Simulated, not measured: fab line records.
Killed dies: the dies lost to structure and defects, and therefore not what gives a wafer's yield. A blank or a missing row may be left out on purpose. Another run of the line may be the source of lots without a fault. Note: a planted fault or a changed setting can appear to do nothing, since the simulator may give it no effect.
Matching of chambers / flow n5 finfet / N5_BEOL_M3_ETCH_74 on rie diel-02: 4 sister chambers
The step etches underlayer in N2/H2, target depth 6.5 nm, time 5.2 s. 14 wafers are shown with their chamber, then 7 later ones without.

## EACH WAFER AND ITS CHAMBER
wafer=L076.3; chamber=0; showerhead plenum p Torr (Torr)=2.66; throttle valve pct (%)=17.61; rf vpp V (V)=526.0
wafer=L076.5; chamber=2; showerhead plenum p Torr (Torr)=2.47; throttle valve pct (%)=17.85; rf vpp V (V)=523.6
wafer=L076.6; chamber=3; showerhead plenum p Torr (Torr)=2.61; throttle valve pct (%)=17.94; rf vpp V (V)=525.5
wafer=L078.1; chamber=1; showerhead plenum p Torr (Torr)=2.50; throttle valve pct (%)=18.25; rf vpp V (V)=524.1
wafer=L078.4; chamber=2; showerhead plenum p Torr (Torr)=2.47; throttle valve pct (%)=17.84; rf vpp V (V)=521.3
wafer=L078.5; chamber=1; showerhead plenum p Torr (Torr)=2.50; throttle valve pct (%)=18.26; rf vpp V (V)=524.2
wafer=L079.1; chamber=0; showerhead plenum p Torr (Torr)=2.66; throttle valve pct (%)=17.61; rf vpp V (V)=529.0
wafer=L079.4; chamber=0; showerhead plenum p Torr (Torr)=2.66; throttle valve pct (%)=17.65; rf vpp V (V)=527.1
wafer=L079.6; chamber=3; showerhead plenum p Torr (Torr)=2.61; throttle valve pct (%)=17.93; rf vpp V (V)=527.4
wafer=L081.3; chamber=1; showerhead plenum p Torr (Torr)=2.50; throttle valve pct (%)=18.25; rf vpp V (V)=523.4
wafer=L081.5; chamber=3; showerhead plenum p Torr (Torr)=2.61; throttle valve pct (%)=17.92; rf vpp V (V)=526.3
wafer=L081.6; chamber=0; showerhead plenum p Torr (Torr)=2.66; throttle valve pct (%)=17.65; rf vpp V (V)=526.2
wafer=L091.1; chamber=2; showerhead plenum p Torr (Torr)=2.46; throttle valve pct (%)=17.86; rf vpp V (V)=521.0
wafer=L091.2; chamber=1; showerhead plenum p Torr (Torr)=2.50; throttle valve pct (%)=17.82; rf vpp V (V)=522.2

SIGNATURES (means of the wafers above)
reading=showerhead plenum p Torr; chamber 0=2.6600; chamber 1=2.5000; chamber 2=2.4667; chamber 3=2.6100; scatter within a chamber=0.00258
reading=throttle valve pct; chamber 0=17.6300; chamber 1=18.1450; chamber 2=17.8500; chamber 3=17.9300; scatter within a chamber=0.12
reading=rf vpp V; chamber 0=527.075; chamber 1=523.475; chamber 2=521.967; chamber 3=526.400; scatter within a chamber=1.18
Rule: distance of a wafer from a chamber = root of the sum over the readings of ((wafer's reading minus chamber's mean) / reading's scatter) squared. If the next closest chamber is less than 2 further off than the closest, the wafer can't be placed; otherwise it belongs to the closest. The scatter is the square root of a quotient: the sum, over the shown wafers, of each reading's squared deviation from its chamber's mean, divided by wafers minus chambers.

## WAFERS WHOSE CHAMBER IS MISSING
wafer=L091.3; showerhead plenum p Torr (Torr)=2.65; throttle valve pct (%)=17.69; rf vpp V (V)=527.9
wafer=L093.1; showerhead plenum p Torr (Torr)=2.49; throttle valve pct (%)=17.83; rf vpp V (V)=522.7
wafer=L093.5; showerhead plenum p Torr (Torr)=2.65; throttle valve pct (%)=17.67; rf vpp V (V)=524.3
wafer=L093.6; showerhead plenum p Torr (Torr)=2.60; throttle valve pct (%)=17.98; rf vpp V (V)=526.5
wafer=L096.1; showerhead plenum p Torr (Torr)=2.45; throttle valve pct (%)=17.91; rf vpp V (V)=521.3
wafer=L096.3; showerhead plenum p Torr (Torr)=2.60; throttle valve pct (%)=17.56; rf vpp V (V)=526.7
wafer=L096.6; showerhead plenum p Torr (Torr)=2.49; throttle valve pct (%)=17.84; rf vpp V (V)=522.3

## THE CHAMBER EACH PASSED THROUGH
wafer=L091.3; from the rows above=0; in truth=0
wafer=L093.1; from the rows above=1; in truth=1
wafer=L093.5; from the rows above=0; in truth=0
wafer=L093.6; from the rows above=3; in truth=3
wafer=L096.1; from the rows above=2; in truth=2
wafer=L096.3; from the rows above=3; in truth=3
wafer=L096.6; from the rows above=1; in truth=1
Correctly placed: 7 of 7. Not placeable from these rows: 0. Number placed wrongly: 0.
